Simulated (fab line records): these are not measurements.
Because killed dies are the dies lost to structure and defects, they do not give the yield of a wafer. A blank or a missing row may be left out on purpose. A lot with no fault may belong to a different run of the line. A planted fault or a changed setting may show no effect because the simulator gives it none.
Matching of chambers    flow n5_finfet    rie_diel-01 running N5_DUMMY_GATE_HM_OPEN_21: 4 sister chambers
The step chemistry CH3F/O2, target SiNx, target depth 120 nm, time 171.4 s. 22 wafers are shown with their chamber, then 11 later ones without.

WAFERS WITH THEIR CHAMBER
wafer   chamber  drypump_motor_current_A (A)  showerhead_plenum_p_Torr (Torr)  throttle_valve_pct (%)
L075.3  2        5.2                          1.96                             16.30
L075.4  0        5.0                          2.01                             16.60
L075.6  1        5.8                          1.99                             16.14
L076.1  1        5.8                          1.99                             16.14
L076.3  3        5.6                          2.13                             16.27
L076.5  1        5.8                          1.98                             16.14
L077.1  2        5.2                          1.96                             16.32
L077.2  1        5.8                          1.98                             16.16
L077.3  0        5.0                          2.01                             16.58
L080.3  0        5.0                          2.01                             16.61
L080.4  1        5.8                          1.98                             16.15
L080.6  3        5.6                          2.12                             16.29
L084.1  0        5.0                          2.01                             16.61
L084.3  2        5.2                          1.95                             16.32
L084.5  3        5.6                          2.12                             16.30
L087.1  3        5.6                          2.12                             16.31
L087.4  1        5.7                          1.98                             16.19
L087.5  2        5.2                          1.95                             16.33
L089.1  1        5.8                          1.98                             16.19
L089.4  0        5.0                          2.00                             16.63
L089.6  0        4.9                          2.00                             16.64
L091.2  2        5.2                          1.95                             16.35

SIGNATURES (averages over the wafers above)
reading                   chamber 0  chamber 1  chamber 2  chamber 3  scatter within a chamber
drypump_motor_current_A   4.983      5.786      5.200      5.600      0.0306
showerhead_plenum_p_Torr  2.0067     1.9829     1.9540     2.1225     0.00512
throttle_valve_pct        16.6117    16.1586    16.3240    16.2925    0.0205
Rule: distance of a wafer from a chamber = root of the sum over the readings of ((wafer's reading minus chamber's mean) / reading's scatter) squared. If the next closest chamber is less than 2 further off than the closest, the wafer can't be placed; otherwise it belongs to the closest. The scatter: the root of (the sum of the squares of (reading less its chamber's mean) over the shown wafers, divided by (wafers less chambers)).

WAFERS WHOSE CHAMBER IS MISSING
wafer   drypump_motor_current_A (A)  showerhead_plenum_p_Torr (Torr)  throttle_valve_pct (%)
L091.5  5.2                          1.95                             16.35
L091.6  5.8                          1.98                             16.20
L094.1  5.6                          2.11                             16.34
L094.4  4.9                          2.00                             16.11
L094.5  4.9                          2.00                             16.11
L096.3  5.0                          2.00                             16.10
L096.4  5.8                          1.97                             16.22
L096.6  5.0                          2.00                             16.12
L097.2  4.9                          2.00                             16.12
L097.3  5.6                          2.11                             16.34
L097.5  5.2                          1.95                             16.38

WHICH CHAMBER EACH WENT THROUGH
wafer    from the rows above   in truth
L091.5   2                     2
L091.6   1                     1
L094.1   3                     3
L094.4   2                     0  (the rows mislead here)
L094.5   2                     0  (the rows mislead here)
L096.3   2                     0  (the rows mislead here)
L096.4   1                     1
L096.6   2                     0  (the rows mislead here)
L097.2   2                     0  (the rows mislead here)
L097.3   3                     3
L097.5   2                     2
Correct placement for 6 of the 11. Number that these rows cannot place: 0. Placed wrongly: 5.
